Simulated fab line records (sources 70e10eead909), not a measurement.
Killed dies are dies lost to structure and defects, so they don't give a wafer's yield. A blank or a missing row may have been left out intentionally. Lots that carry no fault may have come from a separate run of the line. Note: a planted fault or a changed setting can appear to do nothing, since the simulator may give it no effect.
The tool behind it: which one?    flow nand-harc    Sampling: 12 lots, 36 wafers, 6 of 1302 route steps

== WHAT THE GAUGES READ, wafer by wafer ==
NHARC_A_BLC_INSPECT_28.
lot   measured      on                 raw-defect-count
L602  day 23 12:19  defect-inspect-01  488 687 569
L603  day 23 13:37  defect-inspect-01  585 481 636
L604  day 24 02:40  defect-inspect-01  500 640 460
L606  day 24 03:12  defect-inspect-01  445 503 432
L609  day 25 08:13  defect-inspect-02  811 759 697
L611  day 25 23:43  defect-inspect-02  707 536 462
L612  day 26 21:45  defect-inspect-02  364 607 446
L621  day 30 15:31  defect-inspect-01  418 677 405
L622  day 30 23:17  defect-inspect-01  539 776 591
L624  day 31 18:47  defect-inspect-02  432 335 442
L623  day 31 22:06  defect-inspect-01  336 387 506
L625  day 32 10:35  defect-inspect-01  581 473 798

NHARC_A_M0_CD_MEAS_09: target cd 80 nm.
lot   measured      on         cd-nm (nm)
L602  day 23 13:05  cd-sem-01  80.0 79.7 79.1
L603  day 23 14:31  cd-sem-02  80.5 80.9 80.6
L604  day 24 03:45  cd-sem-03  78.5 79.4 80.5
L606  day 24 04:07  cd-sem-03  78.5 79.9 80.6
L609  day 25 09:11  cd-sem-02  80.1 81.2 79.9
L611  day 26 00:56  cd-sem-02  79.8 79.4 79.4
L612  day 26 22:32  cd-sem-02  80.3 81.1 80.5
L621  day 30 16:25  cd-sem-03  80.5 80.3 80.4
L622  day 31 00:11  cd-sem-02  80.3 79.8 80.5
L624  day 31 19:34  cd-sem-02  79.2 80.3 79.1
L623  day 31 23:00  cd-sem-02  79.6 79.7 81.2
L625  day 32 11:29  cd-sem-02  80.4 79.4 79.4

NHARC_END_SORT_01.
lot   measured      on         killed-at-array  killed-at-other  killed-at-periphery  killed-dies  killed-open  killed-short
L609  day 27 01:32  prober-01  64 71 72         0 0 1            2 2 1                66 73 74     3 3 6        4 2 0
L621  day 32 07:26  prober-01  36 48 58         1 1 0            7 6 4                44 55 62     1 2 2        4 2 0
L622  day 32 17:50  prober-01  53 52 30         1 1 0            3 3 8                57 56 38     3 2 4        1 0 3
L623  day 33 13:04  prober-01  17 26 23         0 0 2            3 2 3                20 28 28     3 7 2        0 3 4

== WHICH TOOL RAN EACH LOT (tool, then ch and the chambers of the sampled wafers, then the start) ==
lot   NHARC_A_BLC_ETCH_16                 NHARC_A_BLC_CVD_24             NHARC_A_BLC_CMP_25
L602  rie-diel-11 ch 0,2,3, day 23 09:28  cvd-w-01 ch 0,1, day 23 11:35  cmp-03 ch 1,2,3, day 23 11:58
L603  rie-diel-09 ch 1,2,3, day 23 10:43  cvd-w-02 ch 0,1, day 23 12:49  cmp-01 ch 0,1, day 23 13:13
L604  rie-diel-11 ch 0,1,2, day 23 23:10  cvd-w-02 ch 0,1, day 24 01:52  cmp-03 ch 0,1,2, day 24 02:16
L606  rie-diel-10 ch 1,2,3, day 24 00:19  cvd-w-02 ch 0,1, day 24 02:20  cmp-01 ch 0,2,3, day 24 02:49
L609  rie-diel-09 ch 0,1, day 25 05:16    cvd-w-01 ch 0,1, day 25 07:15  cmp-04 ch 0,2,3, day 25 07:52
L611  rie-diel-11 ch 0,1, day 25 20:51    cvd-w-02 ch 0,1, day 25 22:47  cmp-03 ch 0,1,2, day 25 23:22
L612  rie-diel-11 ch 0,1,3, day 26 18:54  cvd-w-01 ch 0,1, day 26 20:58  cmp-01 ch 1,2,3, day 26 21:22
L621  rie-diel-09 ch 0,1,2, day 30 12:39  cvd-w-01 ch 0,1, day 30 14:34  cmp-01 ch 0,2,3, day 30 15:07
L622  rie-diel-09 ch 2,3, day 30 20:23    cvd-w-01 ch 0,1, day 30 22:21  cmp-01 ch 0,2,3, day 30 22:56
L624  rie-diel-11 ch 1,3, day 31 15:24    cvd-w-02 ch 0,1, day 31 17:52  cmp-01 ch 2,3, day 31 18:23
L623  rie-diel-09 ch 0,1,2, day 31 19:11  cvd-w-01 ch 0,1, day 31 21:14  cmp-01 ch 0,1,2, day 31 21:42
L625  rie-diel-09 ch 0,1,2, day 32 07:44  cvd-w-01 ch 0,1, day 32 09:40  cmp-01 ch 0,1,2, day 32 10:11
- NHARC_A_BLC_ETCH_16: etches the open film in CF4, target depth 39 nm, time 65 s.
- NHARC_A_BLC_CVD_24: deposits W, target thk 150 nm, time 434 s.
- NHARC_A_BLC_CMP_25: polishes, t overpolish 30 s, target thk 150 nm.

== WHAT THE TOOLS THEMSELVES READ (means of the sampled wafers that have a number; where no wafer has one, the mark that the record gives instead) ==
NHARC_A_BLC_ETCH_16.
lot   tool         drypump-motor-current-A (A)  oes-product-au (a.u.)  rf-vpp-V (V)  showerhead-plenum-p-Torr (Torr)  throttle-valve-pct (%)
L602  rie-diel-11  5.7                          0.996                  151.8         1.77                             13.280
L603  rie-diel-09  5.2                          1.002                  151.7         1.81                             13.288
L604  rie-diel-11  5.9                          0.999                  151.1         1.81                             13.284
L606  rie-diel-10  5.6                          1.000                  150.9         1.78                             13.284
L609  rie-diel-09  5.2                          1.012                  151.3         1.76                             13.290
L611  rie-diel-11  5.6                          1.005                  150.8         1.77                             13.280
L612  rie-diel-11  5.8                          0.999                  151.4         1.78                             13.281
L621  rie-diel-09  5.2                          1.006                  151.6         1.75                             13.288
L622  rie-diel-09  5.4                          1.009                  152.4         1.81                             13.289
L624  rie-diel-11  6.0                          0.989                  151.9         1.83                             13.283
L623  rie-diel-09  5.2                          0.999                  151.0         1.75                             13.281
L625  rie-diel-09  5.2                          1.002                  151.1         1.75                             13.282

NHARC_A_BLC_CVD_24.
lot   tool      heater-power-w (W)  mfc-h2-sccm (sccm)  throttle-valve-pct (%)
L602  cvd-w-01  452                 1601                7.93
L603  cvd-w-02  535                 1598                7.94
L604  cvd-w-02  533                 1597                8.07
L606  cvd-w-02  539                 1607                8.05
L609  cvd-w-01  440                 1597                8.18
L611  cvd-w-02  538                 1602                8.20
L612  cvd-w-01  470                 1605                8.02
L621  cvd-w-01  431                 1605                8.10
L622  cvd-w-01  435                 1601                8.15
L624  cvd-w-02  499                 1598                7.99
L623  cvd-w-01  475                 1597                8.01
L625  cvd-w-01  451                 1597                7.85

NHARC_A_BLC_CMP_25.
lot   tool    motor-current-A (A)  overpolish-run-s (s)  slurry-flow-ml-min  time-to-endpoint-s (s)
L602  cmp-03  13.2                 29.997                150.2               26
L603  cmp-01  12.0                 30.002                150.4               29
L604  cmp-03  14.0                 29.993                150.0               26
L606  cmp-01  11.3                 29.998                149.7               31
L609  cmp-04  12.3                 30.004                150.2               32
L611  cmp-03  14.0                 29.993                150.0               30
L612  cmp-01  12.3                 30.003                149.8               21
L621  cmp-01  11.9                 30.000                149.9               27
L622  cmp-01  11.6                 30.001                150.4               29
L624  cmp-01  11.8                 29.999                149.6               31
L623  cmp-01  12.4                 29.996                150.0               31
L625  cmp-01  12.8                 30.001                150.2               29

== THE ANSWER, worked out from the rows above alone ==
Rule: usual is defined by the lots themselves. The widest of any qualifying gaps counts: lots, ordered by their means at a reading, are off when they make up no more than a third of the lots, leave a main group of 4 or more, and stand apart from it by 3 or more times the standard deviation of that group's means. A main group whose means are all the same, to the digits that the tables above print for the reading, isn't used. Also off: a lot with no number at a reading for which 4 or more lots have one. All remaining lots with rows at the step are treated as sound. After the gauges, taken in route order, come the tools' own readings; for these a lot's mean is taken, as printed above. At the first step where some lot is off, the reading lying furthest off is the one used; lots without a number count as furthest.
Across all readings shown, no lot is off: no conclusion can be drawn from this.

== WHAT THE SIMULATOR PUT IN ==
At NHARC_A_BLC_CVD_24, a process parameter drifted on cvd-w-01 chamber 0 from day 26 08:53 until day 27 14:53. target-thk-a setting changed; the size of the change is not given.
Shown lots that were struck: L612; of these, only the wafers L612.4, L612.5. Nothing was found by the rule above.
